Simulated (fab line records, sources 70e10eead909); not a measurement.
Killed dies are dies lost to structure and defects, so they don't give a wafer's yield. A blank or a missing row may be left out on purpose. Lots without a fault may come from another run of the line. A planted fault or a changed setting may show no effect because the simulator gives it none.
Which tool did it? | flow nand_harc | 11 lots, 33 wafers sampled, at 5 steps of a route of 1302

WHAT THE GAUGES READ, wafer by wafer
NHARC_END_SORT_01. Usual: defect_limited_yield 91.7 %, standard deviation 2.8; killed_at_array 52, standard deviation 19; killed_at_other 0.8, standard deviation 1; killed_at_periphery 3.7, standard deviation 2.5; killed_dies 56, standard deviation 19; killed_open 3.5, standard deviation 2; killed_short 2.2, standard deviation 1.4; sort_bin_2_pct 2.9 %, standard deviation 1.2; sort_bin_3_pct 0.6 %, standard deviation 0.36; sort_bin_4_pct 4.8 %, standard deviation 1.6; sort_n_pass 621, standard deviation 19; sort_rim_yield_pct 92 %, standard deviation 3.9; sort_yield_pct 91.7 %, standard deviation 2.8.
lot  | measured     | on        | defect_limited_yield (%) | killed_at_array | killed_at_other | killed_at_periphery | killed_dies | killed_open | killed_short | sort_bin_2_pct (%) | sort_bin_3_pct (%) | sort_bin_4_pct (%) | sort_n_pass | sort_rim_yield_pct (%) | sort_yield_pct (%) | flag
L614 | day 28 16:40 | prober-02 | 91.1 94.5 91.3           | 58 36 54        | 0 0 1           | 2 1 4               | 60 37 59    | 5 3 5       | 3 0 2        | 2.8 1.6 3.4        | 1.0 0.3 0.7        | 5.0 3.5 4.6        | 617 640 618 | 95 99 92               | 91.1 94.5 91.3     |

WHICH TOOL RAN EACH LOT (tool, then ch and the chambers of the sampled wafers, then the start)
lot  | NHARC_P_M1_DEP_33               | NHARC_P_M2_ETCH_15                            | NHARC_P_M2_ETCH_28                            | NHARC_P_BONDPAD_DEP_00
L605 | pecvd-01 ch 0,2, day 7 00:37    | rie_diel-02 ch 0,1, day 7 05:53 or earlier    | rie_diel-13 ch 0,1,2, day 7 05:53 or earlier  | pecvd-02 ch 0,2, day 7 05:53
L604 | pecvd-03 ch 0,2, day 7 01:05    | rie_diel-04 ch 1,2, day 7 06:02 or earlier    | rie_diel-04 ch 2,3, day 7 06:02 or earlier    | pecvd-03 ch 0,1, day 7 06:02
L607 | pecvd-01 ch 0,1,2, day 7 23:35  | rie_diel-02 ch 0,1,2, day 8 04:09 or earlier  | rie_diel-02 ch 0,2,3, day 8 04:09 or earlier  | pecvd-01 ch 0,1, day 8 04:09
L609 | pecvd-01 ch 0,1,2, day 8 17:46  | rie_diel-04 ch 1,2,3, day 8 22:11 or earlier  | rie_diel-13 ch 0,1,3, day 8 22:11 or earlier  | pecvd-02 ch 0,2, day 8 22:11
L611 | pecvd-03 ch 1,2, day 9 12:15    | rie_diel-04 ch 0,1,3, day 9 16:47 or earlier  | rie_diel-04 ch 1,2, day 9 16:47 or earlier    | pecvd-02 ch 1,2, day 9 16:47
L610 | pecvd-02 ch 0,1, day 9 12:47    | rie_diel-13 ch 0,1,2, day 9 17:25 or earlier  | rie_diel-04 ch 0,1,2, day 9 17:25 or earlier  | pecvd-01 ch 0,2, day 9 17:25
L612 | pecvd-03 ch 0,1, day 10 02:56   | rie_diel-13 ch 0,1,2, day 10 07:29 or earlier | rie_diel-13 ch 0,1,2, day 10 07:29 or earlier | pecvd-03 ch 1,2, day 10 07:29
L614 | pecvd-01 ch 0,1,2, day 10 20:05 | rie_diel-13 ch 0,1,3, day 11 00:39 or earlier | rie_diel-04 ch 1,2,3, day 11 00:39 or earlier | pecvd-02 ch 0,1,2, day 11 00:39
L615 | pecvd-03 ch 1,2, day 11 05:50   | rie_diel-02 ch 0,3, day 11 10:35 or earlier   | rie_diel-13 ch 0,1,3, day 11 10:35 or earlier | pecvd-01 ch 0,1, day 11 10:35
L616 | pecvd-02 ch 0,2, day 11 19:11   | rie_diel-04 ch 0,1,2, day 11 23:51 or earlier | rie_diel-13 ch 2,3, day 11 23:51 or earlier   | pecvd-01 ch 0,2, day 11 23:51
L621 | pecvd-02 ch 0,2, day 13 17:36   | rie_diel-04 ch 0,1,3, day 13 21:58 or earlier | rie_diel-04 ch 1,3, day 13 21:58 or earlier   | pecvd-01 ch 0,1,2, day 13 21:58
- NHARC_P_M1_DEP_33: deposits SiCN, target thk 30 nm.
- NHARC_P_M2_ETCH_15: etches the open film in C4F8/Ar, target depth 182.5 nm, time 91.2 s.
- NHARC_P_M2_ETCH_28: etches the open film in CF4/N2, target depth 30 nm, time 72.99 s.
- NHARC_P_BONDPAD_DEP_00: deposits SiCN, target thk 250 nm.

WHAT THE TOOLS THEMSELVES READ (means of the sampled wafers that have a number; where no wafer has one, the mark that the record gives instead)
NHARC_P_M1_DEP_33. Usual: heater_power_w 551 W, standard deviation 79.
lot  | tool     | heater_power_w (W) | flag
L605 | pecvd-01 | 482                |
L604 | pecvd-03 | 645                |
L607 | pecvd-01 | 582                |
L609 | pecvd-01 | 560                |
L611 | pecvd-03 | 644                |
L610 | pecvd-02 | 461                |
L612 | pecvd-03 | 613                |
L614 | pecvd-01 | 573                |
L615 | pecvd-03 | 584                |
L616 | pecvd-02 | 502                |
L621 | pecvd-02 | 470                |

NHARC_P_M2_ETCH_15. Usual: chamber_pressure_mTorr 24.998 mTorr, standard deviation 0.021; oes_product_au 0.931 a.u., standard deviation 0.018; rf_vpp_V 440.1 V, standard deviation 2.6.
lot  | tool        | chamber_pressure_mTorr (mTorr) | oes_product_au (a.u.) | rf_vpp_V (V) | flag
L605 | rie_diel-02 | 25.000                         | 0.923                 | 443.0        |
L604 | rie_diel-04 | 24.988                         | 0.923                 | 437.8        |
L607 | rie_diel-02 | 24.996                         | 0.921                 | 442.3        |
L609 | rie_diel-04 | 25.003                         | 0.967                 | 437.8        |
L611 | rie_diel-04 | 25.018                         | 0.975                 | 439.0        |
L610 | rie_diel-13 | 24.999                         | 0.917                 | 440.6        |
L612 | rie_diel-13 | 25.011                         | 0.917                 | 440.1        |
L614 | rie_diel-13 | 24.988                         | 0.925                 | 442.0        |
L615 | rie_diel-02 | 25.018                         | 0.929                 | 440.4        |
L616 | rie_diel-04 | 25.011                         | 0.929                 | 438.4        |
L621 | rie_diel-04 | 24.984                         | 0.934                 | 439.8        |

NHARC_P_M2_ETCH_28. Usual: chamber_pressure_mTorr 30.000 mTorr, standard deviation 0.029; drypump_motor_current_A 5.9 A, standard deviation 0.35; oes_product_au 1.001 a.u., standard deviation 0.0074; rf_vpp_V 313.5 V, standard deviation 1.9; showerhead_plenum_p_Torr 2.59 Torr, standard deviation 0.1; throttle_valve_pct 19.793 %, standard deviation 0.0085.
lot  | tool        | chamber_pressure_mTorr (mTorr) | drypump_motor_current_A (A) | oes_product_au (a.u.) | rf_vpp_V (V) | showerhead_plenum_p_Torr (Torr) | throttle_valve_pct (%) | flag
L605 | rie_diel-13 | 29.988                         | 5.7                         | 1.000                 | 314.8        | 2.61                            | 19.791                 |
L604 | rie_diel-04 | 30.016                         | 6.1                         | 1.003                 | 313.3        | 2.56                            | 19.790                 |
L607 | rie_diel-02 | 30.002                         | 5.8                         | 0.997                 | 312.9        | 2.59                            | 19.793                 |
L609 | rie_diel-13 | 30.001                         | 6.1                         | 0.996                 | 314.4        | 2.64                            | 19.793                 |
L611 | rie_diel-04 | 30.014                         | 6.1                         | 1.000                 | 311.9        | 2.52                            | 19.790                 |
L610 | rie_diel-04 | 30.010                         | 5.9                         | 1.009                 | 313.3        | 2.55                            | 19.786                 |
L612 | rie_diel-13 | 30.010                         | 5.7                         | 0.998                 | 314.1        | 2.61                            | 19.794                 |
L614 | rie_diel-04 | 29.974                         | 5.9                         | 1.001                 | 312.6        | 2.52                            | 19.802                 |
L615 | rie_diel-13 | 29.971                         | 6.1                         | 1.004                 | 314.3        | 2.64                            | 19.795                 |
L616 | rie_diel-13 | 29.985                         | 5.9                         | 0.997                 | 312.7        | 2.52                            | 19.791                 |
L621 | rie_diel-04 | 30.012                         | 5.7                         | 1.002                 | 311.5        | 2.48                            | 19.795                 |

NHARC_P_BONDPAD_DEP_00. Usual: heater_power_w 555 W, standard deviation 70.
lot  | tool     | heater_power_w (W) | flag
L605 | pecvd-02 | 569                |
L604 | pecvd-03 | 601                |
L607 | pecvd-01 | 637                |
L609 | pecvd-02 | 503                |
L611 | pecvd-02 | 488                |
L610 | pecvd-01 | 502                |
L612 | pecvd-03 | 573                |
L614 | pecvd-02 | 511                |
L615 | pecvd-01 | 572                |
L616 | pecvd-01 | 517                |
L621 | pecvd-01 | 549                |

THE ANSWER, worked out from the rows above alone
Rule: a lot is off if the mean of its wafers that have a number lies more than 3 standard deviations from the usual mean. A lot without any number at a reading at which 4 lots or more have one is off too. The other lots that the step has rows for count as sound. The gauges are gone through in route order, then the tools' own readings, and for those a lot's mean is taken as printed above. The first step at which some lot is off is used, and at that step the reading that is off furthest; a lot without a number counts as furthest.
No lot is off at any reading shown: from this, nothing can be told.

WHAT THE SIMULATOR HAD PUT IN
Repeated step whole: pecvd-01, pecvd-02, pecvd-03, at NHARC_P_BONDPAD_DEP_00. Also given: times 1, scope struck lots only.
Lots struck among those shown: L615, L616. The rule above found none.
